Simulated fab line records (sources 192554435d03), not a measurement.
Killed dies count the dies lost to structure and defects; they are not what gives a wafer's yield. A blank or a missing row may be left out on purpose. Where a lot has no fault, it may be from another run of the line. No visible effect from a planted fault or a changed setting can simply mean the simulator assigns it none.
fab line records / flow n5-finfet / part 2 of 2: steps 21 to 27 of 27
record lots=5 wafers=15 last-day=18
route steps=1938 shown BEOL_M11@1552
lots that met no fault: from a run of the same line without faults
start-h: the number of hours between the record's first day and the start of the first shown wafer of the lot / wait-h: hours elapsed since this lot's preceding step / " repeats the value in the row above / L1.1+2: one row covering several wafers at once / - no value, or no start was given / * or withheld: withheld / < > ~ a bound
route shown NAME@n: names a module that has steps shown in the file, with the first one's number in the route / usual: mean and standard deviation over wafers with no fault / same: alike in all rows / chamber/n: place in a boat / sites: the reading at each site / _std_site: their standard deviation / _edge_site: inner sites' mean taken away from outer sites' mean / radius-mm: for every site, how far away it sits from the centre of the wafer / mask NAME#n: copy n / behind: the most recent tool/chamber to have shaped the wafer / hold: cause of the lot's hold/its duration in hours/its outcome / device: names the non-switching transistor (n, p or np) / end of line: the route-end tests of the same wafers / step lacking rows: just its recipe / killed: count of dies lost to structure and defects at first sort (not the wafer's yield) / map: the dies of a wafer, with x for killed, . for not killed, _ for no die there
set.NAME: setting as actually run; set.NAME@STEP: the setting as run at that earlier step / model.NAME: the simulator's own value behind a step, which no gauge read
a table for each step, a row for each wafer; lots at some steps of the route
services: a tool's chamber out of use, with start hour (start-h, from the record's first day; less than 0 if before it), hours out, and reason
## steps
# step N5_BEOL_M11_ETCH_65
# recipe chemistry=CF4 target=SiARC target-depth-a=390 mask-material=CAR-ArF time-s=65 ion-energy-ev=80 pressure-mtorr=40 source-w=545 bias-w=36 Ar_flow_sccm=100 cf4-flow-sccm=100 ends=cleared
# usual drypump-motor-current-A=5.8/0.48 etch-rf-on-time-s=64.6/1.2 oes-product-au=0.68/0.07 rf-vpp-V=183.8/1.3 showerhead-plenum-p-Torr=2.12/0.081 throttle-valve-pct=15.7/0.33
lot.wafer=L074.2 tool=rie-diel-06 chamber=2 start-h=271.32 wait-h=0.0 drypump-motor-current-A=6.1 etch-rf-on-time-s=66.2 oes-product-au=0.75 rf-hours-counter-h=42 rf-vpp-V=183.3 showerhead-plenum-p-Torr=2.17 throttle-valve-pct=15.7
lot.wafer=L074.4 tool=rie-diel-06 chamber=2 start-h=271.32 wait-h=0.0 drypump-motor-current-A=6.1 etch-rf-on-time-s=66.7 oes-product-au=0.74 rf-hours-counter-h=- rf-vpp-V=184.3 showerhead-plenum-p-Torr=2.17 throttle-valve-pct=15.7
lot.wafer=L074.5 tool=rie-diel-06 chamber=1 start-h=271.32 wait-h=0.0 drypump-motor-current-A=6.5 etch-rf-on-time-s=63.4 oes-product-au=0.64 rf-hours-counter-h=- rf-vpp-V=185.2 showerhead-plenum-p-Torr=2.11 throttle-valve-pct=16.0
lot.wafer=L084.2 tool=rie-diel-06 chamber=3 start-h=333.85 wait-h=0.0 drypump-motor-current-A=6.0 etch-rf-on-time-s=66.7 oes-product-au=0.58 rf-hours-counter-h=243 rf-vpp-V=182.5 showerhead-plenum-p-Torr=2.04 throttle-valve-pct=16.0
lot.wafer=L084.3 tool=rie-diel-06 chamber=1 start-h=333.85 wait-h=0.0 drypump-motor-current-A=6.4 etch-rf-on-time-s=63.5 oes-product-au=0.62 rf-hours-counter-h=222 rf-vpp-V=182.6 showerhead-plenum-p-Torr=2.11 throttle-valve-pct=16.0
lot.wafer=L084.5 tool=rie-diel-06 chamber=1 start-h=333.85 wait-h=0.0 drypump-motor-current-A=6.5 etch-rf-on-time-s=63.6 oes-product-au=0.62 rf-hours-counter-h=- rf-vpp-V=183.8 showerhead-plenum-p-Torr=2.11 throttle-valve-pct=16.0
lot.wafer=L082.1 tool=rie-diel-06 chamber=3 start-h=336.95 wait-h=0.0 drypump-motor-current-A=6.0 etch-rf-on-time-s=67.1 oes-product-au=0.57 rf-hours-counter-h=245 rf-vpp-V=184.5 showerhead-plenum-p-Torr=2.04 throttle-valve-pct=16.0
lot.wafer=L082.2 tool=rie-diel-06 chamber=1 start-h=336.95 wait-h=0.0 drypump-motor-current-A=6.5 etch-rf-on-time-s=64.1 oes-product-au=0.61 rf-hours-counter-h=223 rf-vpp-V=184.2 showerhead-plenum-p-Torr=2.11 throttle-valve-pct=16.0
lot.wafer=L082.5 tool=rie-diel-06 chamber=3 start-h=336.95 wait-h=0.0 drypump-motor-current-A=6.0 etch-rf-on-time-s=67.0 oes-product-au=0.57 rf-hours-counter-h=- rf-vpp-V=183.0 showerhead-plenum-p-Torr=2.04 throttle-valve-pct=16.0
lot.wafer=L085.1 tool=rie-diel-06 chamber=0 start-h=347.75 wait-h=0.0 drypump-motor-current-A=5.2 etch-rf-on-time-s=64.0 oes-product-au=0.62 rf-hours-counter-h=179 rf-vpp-V=182.2 showerhead-plenum-p-Torr=1.96 throttle-valve-pct=15.9
lot.wafer=L085.5 tool=rie-diel-06 chamber=1 start-h=347.75 wait-h=0.0 drypump-motor-current-A=6.4 etch-rf-on-time-s=64.2 oes-product-au=0.61 rf-hours-counter-h=- rf-vpp-V=182.9 showerhead-plenum-p-Torr=2.10 throttle-valve-pct=16.0
lot.wafer=L085.6 tool=rie-diel-06 chamber=2 start-h=347.75 wait-h=0.0 drypump-motor-current-A=6.1 etch-rf-on-time-s=66.8 oes-product-au=0.71 rf-hours-counter-h=- rf-vpp-V=183.9 showerhead-plenum-p-Torr=2.17 throttle-valve-pct=15.7
lot.wafer=L091.3 tool=rie-diel-05 chamber=0 start-h=397.20 wait-h=0.0 drypump-motor-current-A=5.8 etch-rf-on-time-s=64.7 oes-product-au=0.72 rf-hours-counter-h=64 rf-vpp-V=184.0 showerhead-plenum-p-Torr=2.09 throttle-valve-pct=15.6
lot.wafer=L091.4 tool=rie-diel-05 chamber=2 start-h=397.20 wait-h=0.0 drypump-motor-current-A=6.0 etch-rf-on-time-s=64.4 oes-product-au=0.61 rf-hours-counter-h=208 rf-vpp-V=185.4 showerhead-plenum-p-Torr=2.20 throttle-valve-pct=16.1
lot.wafer=L091.5 tool=rie-diel-05 chamber=0 start-h=397.20 wait-h=0.0 drypump-motor-current-A=5.8 etch-rf-on-time-s=65.0 oes-product-au=0.72 rf-hours-counter-h=- rf-vpp-V=182.5 showerhead-plenum-p-Torr=2.09 throttle-valve-pct=15.6
# step N5_BEOL_M11_ETCH_66
# recipe chemistry=N2/H2 target=SOC target-depth-a=1200 overetch-a=240 mask-material=SiARC temp-c=40 time-s=180 ion-energy-ev=200 pressure-mtorr=30 source-w=840 bias-w=150 n2-flow-sccm=200 h2-flow-sccm=200
# usual drypump-motor-current-A=5.8/0.48 oes-product-au=0.64/0.066 rf-vpp-V=523/3 showerhead-plenum-p-Torr=2.52/0.11 throttle-valve-pct=17.94/0.28
lot.wafer=L074.2 tool=rie-diel-06 chamber=2 start-h=271.37 wait-h=0.0 drypump-motor-current-A=6.1 oes-product-au=0.72 rf-hours-counter-h=42 rf-vpp-V=526 showerhead-plenum-p-Torr=2.59 throttle-valve-pct=17.93
lot.wafer=L074.4 tool=rie-diel-06 chamber=2 start-h=271.37 wait-h=0.0 drypump-motor-current-A=6.1 oes-product-au=0.71 rf-hours-counter-h=- rf-vpp-V=524 showerhead-plenum-p-Torr=2.59 throttle-valve-pct=17.92
lot.wafer=L074.5 tool=rie-diel-06 chamber=1 start-h=271.37 wait-h=0.0 drypump-motor-current-A=6.5 oes-product-au=0.59 rf-hours-counter-h=- rf-vpp-V=523 showerhead-plenum-p-Torr=2.51 throttle-valve-pct=18.15
lot.wafer=L084.2 tool=rie-diel-06 chamber=3 start-h=333.90 wait-h=0.0 drypump-motor-current-A=6.0 oes-product-au=0.55 rf-hours-counter-h=243 rf-vpp-V=520 showerhead-plenum-p-Torr=2.38 throttle-valve-pct=18.09
lot.wafer=L084.3 tool=rie-diel-06 chamber=1 start-h=333.90 wait-h=0.0 drypump-motor-current-A=6.4 oes-product-au=0.58 rf-hours-counter-h=222 rf-vpp-V=523 showerhead-plenum-p-Torr=2.50 throttle-valve-pct=18.20
lot.wafer=L084.5 tool=rie-diel-06 chamber=1 start-h=333.90 wait-h=0.0 drypump-motor-current-A=6.5 oes-product-au=0.59 rf-hours-counter-h=- rf-vpp-V=523 showerhead-plenum-p-Torr=2.50 throttle-valve-pct=18.20
lot.wafer=L082.1 tool=rie-diel-06 chamber=3 start-h=337.00 wait-h=0.0 drypump-motor-current-A=6.0 oes-product-au=0.55 rf-hours-counter-h=245 rf-vpp-V=521 showerhead-plenum-p-Torr=2.38 throttle-valve-pct=18.09
lot.wafer=L082.2 tool=rie-diel-06 chamber=1 start-h=337.00 wait-h=0.0 drypump-motor-current-A=6.5 oes-product-au=0.58 rf-hours-counter-h=224 rf-vpp-V=523 showerhead-plenum-p-Torr=2.50 throttle-valve-pct=18.20
lot.wafer=L082.5 tool=rie-diel-06 chamber=3 start-h=337.00 wait-h=0.0 drypump-motor-current-A=6.0 oes-product-au=0.55 rf-hours-counter-h=- rf-vpp-V=520 showerhead-plenum-p-Torr=2.38 throttle-valve-pct=18.08
lot.wafer=L085.1 tool=rie-diel-06 chamber=0 start-h=347.80 wait-h=0.0 drypump-motor-current-A=5.3 oes-product-au=0.59 rf-hours-counter-h=179 rf-vpp-V=518 showerhead-plenum-p-Torr=2.33 throttle-valve-pct=18.14
lot.wafer=L085.5 tool=rie-diel-06 chamber=1 start-h=347.80 wait-h=0.0 drypump-motor-current-A=6.5 oes-product-au=0.57 rf-hours-counter-h=- rf-vpp-V=523 showerhead-plenum-p-Torr=2.50 throttle-valve-pct=18.21
lot.wafer=L085.6 tool=rie-diel-06 chamber=2 start-h=347.80 wait-h=0.0 drypump-motor-current-A=6.1 oes-product-au=0.69 rf-hours-counter-h=- rf-vpp-V=525 showerhead-plenum-p-Torr=2.58 throttle-valve-pct=17.95
lot.wafer=L091.3 tool=rie-diel-05 chamber=0 start-h=397.25 wait-h=0.0 drypump-motor-current-A=5.8 oes-product-au=0.69 rf-hours-counter-h=64 rf-vpp-V=521 showerhead-plenum-p-Torr=2.46 throttle-valve-pct=17.79
lot.wafer=L091.4 tool=rie-diel-05 chamber=2 start-h=397.25 wait-h=0.0 drypump-motor-current-A=6.0 oes-product-au=0.57 rf-hours-counter-h=208 rf-vpp-V=526 showerhead-plenum-p-Torr=2.64 throttle-valve-pct=18.41
lot.wafer=L091.5 tool=rie-diel-05 chamber=0 start-h=397.25 wait-h=0.0 drypump-motor-current-A=5.8 oes-product-au=0.68 rf-hours-counter-h=- rf-vpp-V=521 showerhead-plenum-p-Torr=2.46 throttle-valve-pct=17.79
# step N5_BEOL_M11_STRIP_69
# recipe chemistry=N2/H2 temp-c=40 n2-flow-sccm=200 h2-flow-sccm=200 rf-frequency-hz=6e+07
lot.wafer=L074.2+4+5 tool=rie-diel-06 chamber=2,2,1 start-h=271.49 wait-h=0.1
lot.wafer=L084.2+3+5 tool=rie-diel-06 chamber=3,1,1 start-h=334.01 wait-h=0.1
lot.wafer=L082.1+2+5 tool=rie-diel-06 chamber=3,1,3 start-h=337.11 wait-h=0.1
lot.wafer=L085.1+5+6 tool=rie-diel-06 chamber=0,1,2 start-h=347.91 wait-h=0.1
lot.wafer=L091.3+4+5 tool=rie-diel-05 chamber=0,2,0 start-h=397.37 wait-h=0.1
# step N5_BEOL_M11_VIA_ETCH_34
# recipe chemistry=C4F6/O2 target=SiCOH_lowk target-depth-a=1845 mask-material=SOC taper-deg=4 time-s=69.2 ion-energy-ev=250 pressure-mtorr=30 source-w=345 bias-w=185 Ar_flow_sccm=300 C4F6_flow_sccm=10 O2_flow_sccm=10
# usual O2_flow_sccm=10.00/0.031 drypump-motor-current-A=5.8/0.48 oes-product-au=0.80/0.084 rf-vpp-V=670/11 showerhead-plenum-p-Torr=2.82/0.11 throttle-valve-pct=21.0/0.32
lot.wafer=L074.2 tool=rie-diel-06 chamber=2 start-h=271.50 wait-h=0.0 O2_flow_sccm=10.00 drypump-motor-current-A=6.1 oes-product-au=0.87 rf-hours-counter-h=42 rf-vpp-V=674 showerhead-plenum-p-Torr=2.88 throttle-valve-pct=21.0
lot.wafer=L074.4 tool=rie-diel-06 chamber=2 start-h=271.50 wait-h=0.0 O2_flow_sccm=10.00 drypump-motor-current-A=6.1 oes-product-au=0.87 rf-hours-counter-h=- rf-vpp-V=673 showerhead-plenum-p-Torr=2.88 throttle-valve-pct=21.0
lot.wafer=L074.5 tool=rie-diel-06 chamber=1 start-h=271.50 wait-h=0.0 O2_flow_sccm=10.02 drypump-motor-current-A=6.5 oes-product-au=0.73 rf-hours-counter-h=- rf-vpp-V=659 showerhead-plenum-p-Torr=2.82 throttle-valve-pct=21.3
lot.wafer=L084.2 tool=rie-diel-06 chamber=3 start-h=334.02 wait-h=0.0 O2_flow_sccm=10.02 drypump-motor-current-A=6.0 oes-product-au=0.67 rf-hours-counter-h=243 rf-vpp-V=687 showerhead-plenum-p-Torr=2.71 throttle-valve-pct=21.3
lot.wafer=L084.3 tool=rie-diel-06 chamber=1 start-h=334.02 wait-h=0.0 O2_flow_sccm=9.98 drypump-motor-current-A=6.5 oes-product-au=0.72 rf-hours-counter-h=222 rf-vpp-V=661 showerhead-plenum-p-Torr=2.81 throttle-valve-pct=21.3
lot.wafer=L084.5 tool=rie-diel-06 chamber=1 start-h=334.02 wait-h=0.0 O2_flow_sccm=9.97 drypump-motor-current-A=6.5 oes-product-au=0.71 rf-hours-counter-h=- rf-vpp-V=659 showerhead-plenum-p-Torr=2.81 throttle-valve-pct=21.3
lot.wafer=L082.1 tool=rie-diel-06 chamber=3 start-h=337.12 wait-h=0.0 O2_flow_sccm=10.00 drypump-motor-current-A=6.0 oes-product-au=0.67 rf-hours-counter-h=245 rf-vpp-V=688 showerhead-plenum-p-Torr=2.71 throttle-valve-pct=21.3
lot.wafer=L082.2 tool=rie-diel-06 chamber=1 start-h=337.12 wait-h=0.0 O2_flow_sccm=10.03 drypump-motor-current-A=6.5 oes-product-au=0.71 rf-hours-counter-h=224 rf-vpp-V=660 showerhead-plenum-p-Torr=2.81 throttle-valve-pct=21.3
lot.wafer=L082.5 tool=rie-diel-06 chamber=3 start-h=337.12 wait-h=0.0 O2_flow_sccm=9.99 drypump-motor-current-A=6.0 oes-product-au=0.66 rf-hours-counter-h=- rf-vpp-V=688 showerhead-plenum-p-Torr=2.71 throttle-valve-pct=21.3
lot.wafer=L085.1 tool=rie-diel-06 chamber=0 start-h=347.92 wait-h=0.0 O2_flow_sccm=9.99 drypump-motor-current-A=5.3 oes-product-au=0.73 rf-hours-counter-h=179 rf-vpp-V=660 showerhead-plenum-p-Torr=2.60 throttle-valve-pct=21.2
lot.wafer=L085.5 tool=rie-diel-06 chamber=1 start-h=347.92 wait-h=0.0 O2_flow_sccm=9.99 drypump-motor-current-A=6.5 oes-product-au=0.71 rf-hours-counter-h=- rf-vpp-V=660 showerhead-plenum-p-Torr=2.81 throttle-valve-pct=21.3
lot.wafer=L085.6 tool=rie-diel-06 chamber=2 start-h=347.92 wait-h=0.0 O2_flow_sccm=9.96 drypump-motor-current-A=6.1 oes-product-au=0.84 rf-hours-counter-h=- rf-vpp-V=674 showerhead-plenum-p-Torr=2.87 throttle-valve-pct=21.0
lot.wafer=L091.3 tool=rie-diel-05 chamber=0 start-h=397.38 wait-h=0.0 O2_flow_sccm=10.04 drypump-motor-current-A=5.8 oes-product-au=0.85 rf-hours-counter-h=64 rf-vpp-V=663 showerhead-plenum-p-Torr=2.78 throttle-valve-pct=21.0
lot.wafer=L091.4 tool=rie-diel-05 chamber=2 start-h=397.38 wait-h=0.0 O2_flow_sccm=9.99 drypump-motor-current-A=6.0 oes-product-au=0.70 rf-hours-counter-h=208 rf-vpp-V=658 showerhead-plenum-p-Torr=2.94 throttle-valve-pct=21.5
lot.wafer=L091.5 tool=rie-diel-05 chamber=0 start-h=397.38 wait-h=0.0 O2_flow_sccm=9.98 drypump-motor-current-A=5.8 oes-product-au=0.85 rf-hours-counter-h=- rf-vpp-V=665 showerhead-plenum-p-Torr=2.78 throttle-valve-pct=21.0
# step N5_BEOL_M11_STRIP_73
# recipe chemistry=C4F6/O2 resist=SiARC rf-frequency-hz=6e+07
lot.wafer=L074.2+4+5 tool=rie-diel-06 chamber=2,2,1 start-h=271.55 wait-h=0.0
lot.wafer=L084.2+3+5 tool=rie-diel-06 chamber=3,1,1 start-h=334.08 wait-h=0.0
lot.wafer=L082.1+2+5 tool=rie-diel-06 chamber=3,1,3 start-h=337.18 wait-h=0.0
lot.wafer=L085.1+5+6 tool=rie-diel-06 chamber=0,1,2 start-h=347.97 wait-h=0.0
lot.wafer=L091.3+4+5 tool=rie-diel-05 chamber=0,2,0 start-h=397.43 wait-h=0.0
# step N5_BEOL_M11_STRIP_36
# recipe chemistry=N2/H2 power-w=450 temp-c=40 pressure-mtorr=20 rf-frequency-hz=6e+07 overash-fraction=0.3 bias-power-w=7 h2-frac=0.5 n2-flow-sccm=200 h2-flow-sccm=200
# usual drypump-motor-current-A=5.8/0.48 oes-product-au=0.80/0.087 rf-vpp-V=59.1/1.7 showerhead-plenum-p-Torr=2.51/0.11 throttle-valve-pct=23.81/0.26
lot.wafer=L074.2 tool=rie-diel-06 chamber=2 start-h=271.56 wait-h=0.0 drypump-motor-current-A=6.1 oes-product-au=0.89 rf-hours-counter-h=42 rf-vpp-V=60.2 showerhead-plenum-p-Torr=2.59 throttle-valve-pct=23.71
lot.wafer=L074.4 tool=rie-diel-06 chamber=2 start-h=271.56 wait-h=0.0 drypump-motor-current-A=6.1 oes-product-au=0.89 rf-hours-counter-h=- rf-vpp-V=57.6 showerhead-plenum-p-Torr=2.59 throttle-valve-pct=23.73
lot.wafer=L074.5 tool=rie-diel-06 chamber=1 start-h=271.56 wait-h=0.0 drypump-motor-current-A=6.5 oes-product-au=0.73 rf-hours-counter-h=- rf-vpp-V=61.1 showerhead-plenum-p-Torr=2.50 throttle-valve-pct=23.88
lot.wafer=L084.2 tool=rie-diel-06 chamber=3 start-h=334.09 wait-h=0.0 drypump-motor-current-A=6.0 oes-product-au=0.66 rf-hours-counter-h=243 rf-vpp-V=57.9 showerhead-plenum-p-Torr=2.38 throttle-valve-pct=23.82
lot.wafer=L084.3 tool=rie-diel-06 chamber=1 start-h=334.09 wait-h=0.0 drypump-motor-current-A=6.5 oes-product-au=0.73 rf-hours-counter-h=222 rf-vpp-V=56.6 showerhead-plenum-p-Torr=2.49 throttle-valve-pct=23.91
lot.wafer=L084.5 tool=rie-diel-06 chamber=1 start-h=334.09 wait-h=0.0 drypump-motor-current-A=6.5 oes-product-au=0.72 rf-hours-counter-h=- rf-vpp-V=55.1 showerhead-plenum-p-Torr=2.49 throttle-valve-pct=23.90
lot.wafer=L082.1 tool=rie-diel-06 chamber=3 start-h=337.19 wait-h=0.0 drypump-motor-current-A=6.0 oes-product-au=0.67 rf-hours-counter-h=245 rf-vpp-V=59.5 showerhead-plenum-p-Torr=2.38 throttle-valve-pct=23.82
lot.wafer=L082.2 tool=rie-diel-06 chamber=1 start-h=337.19 wait-h=0.0 drypump-motor-current-A=6.5 oes-product-au=0.71 rf-hours-counter-h=224 rf-vpp-V=56.2 showerhead-plenum-p-Torr=2.49 throttle-valve-pct=23.89
lot.wafer=L082.5 tool=rie-diel-06 chamber=3 start-h=337.19 wait-h=0.0 drypump-motor-current-A=5.9 oes-product-au=0.66 rf-hours-counter-h=- rf-vpp-V=58.8 showerhead-plenum-p-Torr=2.38 throttle-valve-pct=23.85
lot.wafer=L085.1 tool=rie-diel-06 chamber=0 start-h=347.98 wait-h=0.0 drypump-motor-current-A=5.3 oes-product-au=0.71 rf-hours-counter-h=179 rf-vpp-V=58.8 showerhead-plenum-p-Torr=2.33 throttle-valve-pct=23.94
lot.wafer=L085.5 tool=rie-diel-06 chamber=1 start-h=347.98 wait-h=0.0 drypump-motor-current-A=6.5 oes-product-au=0.72 rf-hours-counter-h=- rf-vpp-V=57.1 showerhead-plenum-p-Torr=2.49 throttle-valve-pct=23.90
lot.wafer=L085.6 tool=rie-diel-06 chamber=2 start-h=347.98 wait-h=0.0 drypump-motor-current-A=6.1 oes-product-au=0.84 rf-hours-counter-h=- rf-vpp-V=59.9 showerhead-plenum-p-Torr=2.58 throttle-valve-pct=23.78
lot.wafer=L091.3 tool=rie-diel-05 chamber=0 start-h=397.44 wait-h=0.0 drypump-motor-current-A=5.8 oes-product-au=0.85 rf-hours-counter-h=64 rf-vpp-V=61.5 showerhead-plenum-p-Torr=2.46 throttle-valve-pct=23.81
lot.wafer=L091.4 tool=rie-diel-05 chamber=2 start-h=397.44 wait-h=0.0 drypump-motor-current-A=6.0 oes-product-au=0.70 rf-hours-counter-h=208 rf-vpp-V=61.6 showerhead-plenum-p-Torr=2.63 throttle-valve-pct=24.27
lot.wafer=L091.5 tool=rie-diel-05 chamber=0 start-h=397.44 wait-h=0.0 drypump-motor-current-A=5.8 oes-product-au=0.86 rf-hours-counter-h=- rf-vpp-V=60.3 showerhead-plenum-p-Torr=2.46 throttle-valve-pct=23.86
# step N5_BEOL_M11_TRENCH_ETCH_37
# recipe chemistry=C4F6/O2 target-depth-a=1488.3 target=SiCOH_lowk time-s=48 ion-energy-ev=250 pressure-mtorr=30 source-w=345 bias-w=185 Ar_flow_sccm=300 C4F6_flow_sccm=10 O2_flow_sccm=10
# usual O2_flow_sccm=10.004/0.027 drypump-motor-current-A=5.8/0.48 oes-product-au=0.80/0.084 rf-vpp-V=670/11 showerhead-plenum-p-Torr=2.82/0.11 throttle-valve-pct=21.0/0.32
lot.wafer=L074.2 tool=rie-diel-06 chamber=2 start-h=- wait-h=- O2_flow_sccm=10.036 drypump-motor-current-A=6.1 oes-product-au=0.87 rf-hours-counter-h=42 rf-vpp-V=675 showerhead-plenum-p-Torr=2.88 throttle-valve-pct=21.0
lot.wafer=L074.4 tool=rie-diel-06 chamber=2 start-h=- wait-h=- O2_flow_sccm=10.030 drypump-motor-current-A=6.1 oes-product-au=0.87 rf-hours-counter-h=- rf-vpp-V=674 showerhead-plenum-p-Torr=2.88 throttle-valve-pct=21.0
lot.wafer=L074.5 tool=rie-diel-06 chamber=1 start-h=- wait-h=- O2_flow_sccm=9.977 drypump-motor-current-A=6.5 oes-product-au=0.73 rf-hours-counter-h=- rf-vpp-V=660 showerhead-plenum-p-Torr=2.82 throttle-valve-pct=21.3
lot.wafer=L084.2 tool=rie-diel-06 chamber=3 start-h=- wait-h=- O2_flow_sccm=10.017 drypump-motor-current-A=6.0 oes-product-au=0.68 rf-hours-counter-h=244 rf-vpp-V=689 showerhead-plenum-p-Torr=2.71 throttle-valve-pct=21.3
lot.wafer=L084.3 tool=rie-diel-06 chamber=1 start-h=- wait-h=- O2_flow_sccm=10.002 drypump-motor-current-A=6.5 oes-product-au=0.71 rf-hours-counter-h=222 rf-vpp-V=661 showerhead-plenum-p-Torr=2.81 throttle-valve-pct=21.3
lot.wafer=L084.5 tool=rie-diel-06 chamber=1 start-h=- wait-h=- O2_flow_sccm=10.007 drypump-motor-current-A=6.5 oes-product-au=0.72 rf-hours-counter-h=- rf-vpp-V=659 showerhead-plenum-p-Torr=2.81 throttle-valve-pct=21.3
lot.wafer=L082.1 tool=rie-diel-06 chamber=3 start-h=- wait-h=- O2_flow_sccm=10.006 drypump-motor-current-A=6.0 oes-product-au=0.67 rf-hours-counter-h=245 rf-vpp-V=688 showerhead-plenum-p-Torr=2.71 throttle-valve-pct=21.4
lot.wafer=L082.2 tool=rie-diel-06 chamber=1 start-h=- wait-h=- O2_flow_sccm=10.002 drypump-motor-current-A=6.5 oes-product-au=0.71 rf-hours-counter-h=224 rf-vpp-V=660 showerhead-plenum-p-Torr=2.81 throttle-valve-pct=21.3
lot.wafer=L082.5 tool=rie-diel-06 chamber=3 start-h=- wait-h=- O2_flow_sccm=10.031 drypump-motor-current-A=6.0 oes-product-au=0.67 rf-hours-counter-h=- rf-vpp-V=689 showerhead-plenum-p-Torr=2.71 throttle-valve-pct=21.3
lot.wafer=L085.1 tool=rie-diel-06 chamber=0 start-h=- wait-h=- O2_flow_sccm=9.967 drypump-motor-current-A=5.3 oes-product-au=0.73 rf-hours-counter-h=179 rf-vpp-V=660 showerhead-plenum-p-Torr=2.60 throttle-valve-pct=21.2
lot.wafer=L085.5 tool=rie-diel-06 chamber=1 start-h=- wait-h=- O2_flow_sccm=9.994 drypump-motor-current-A=6.5 oes-product-au=0.71 rf-hours-counter-h=- rf-vpp-V=660 showerhead-plenum-p-Torr=2.81 throttle-valve-pct=21.3
lot.wafer=L085.6 tool=rie-diel-06 chamber=2 start-h=- wait-h=- O2_flow_sccm=9.996 drypump-motor-current-A=6.1 oes-product-au=0.84 rf-hours-counter-h=- rf-vpp-V=675 showerhead-plenum-p-Torr=2.87 throttle-valve-pct=21.0
lot.wafer=L091.3 tool=rie-diel-05 chamber=0 start-h=- wait-h=- O2_flow_sccm=10.035 drypump-motor-current-A=5.8 oes-product-au=0.86 rf-hours-counter-h=64 rf-vpp-V=665 showerhead-plenum-p-Torr=2.78 throttle-valve-pct=21.0
lot.wafer=L091.4 tool=rie-diel-05 chamber=2 start-h=- wait-h=- O2_flow_sccm=9.988 drypump-motor-current-A=6.0 oes-product-au=0.70 rf-hours-counter-h=208 rf-vpp-V=658 showerhead-plenum-p-Torr=2.94 throttle-valve-pct=21.5
lot.wafer=L091.5 tool=rie-diel-05 chamber=0 start-h=- wait-h=- O2_flow_sccm=10.001 drypump-motor-current-A=5.8 oes-product-au=0.86 rf-hours-counter-h=- rf-vpp-V=665 showerhead-plenum-p-Torr=2.78 throttle-valve-pct=21.0
## services
tool=arfi-scanner-02 chamber=- start-h=261.66 hours=1.0 kind=pm
tool=rie-diel-05 chamber=1 start-h=264.80 hours=- kind=clean
tool=arfi-scanner-02 chamber=- start-h=277.78 hours=3.9 kind=pm
tool=arfi-scanner-03 chamber=- start-h=279.12 hours=1.0 kind=pm
tool=rie-metal-02 chamber=1 start-h=279.14 hours=2.2 kind=repair
tool=arfi-scanner-02 chamber=- start-h=282.95 hours=0.8 kind=repair
tool=arfi-scanner-03 chamber=- start-h=288.77 hours=0.8 kind=repair
tool=arfi-scanner-03 chamber=- start-h=293.55 hours=1.7 kind=repair
tool=arfi-scanner-02 chamber=- start-h=293.63 hours=0.8 kind=pm
tool=rie-diel-06 chamber=- start-h=299.45 hours=1.1 kind=repair
tool=rie-diel-05 chamber=2 start-h=308.01 hours=10.4 kind=repair
tool=arfi-scanner-03 chamber=- start-h=315.56 hours=3.0 kind=pm
tool=arfi-scanner-03 chamber=- start-h=326.33 hours=1.3 kind=pm
tool=rie-diel-02 chamber=0 start-h=347.03 hours=9.0 kind=repair
tool=arfi-scanner-02 chamber=- start-h=348.12 hours=1.3 kind=pm
tool=rie-diel-06 chamber=3 start-h=352.48 hours=- kind=clean
tool=rie-diel-06 chamber=3 start-h=352.48 hours=- kind=consumable-replace:focus-ring
tool=rie-diel-06 chamber=3 start-h=352.48 hours=- kind=consumable-replace:showerhead
tool=rie-diel-06 chamber=3 start-h=352.48 hours=16.5 kind=scheduled-down
tool=rie-diel-06 chamber=3 start-h=352.48 hours=16.5 kind=vent-cycle
tool=rie-diel-06 chamber=1 start-h=354.73 hours=9.2 kind=repair
tool=arfi-scanner-02 chamber=- start-h=368.25 hours=0.5 kind=repair
tool=arfi-scanner-02 chamber=- start-h=393.10 hours=0.5 kind=repair
tool=rie-metal-02 chamber=- start-h=393.96 hours=1.2 kind=repair
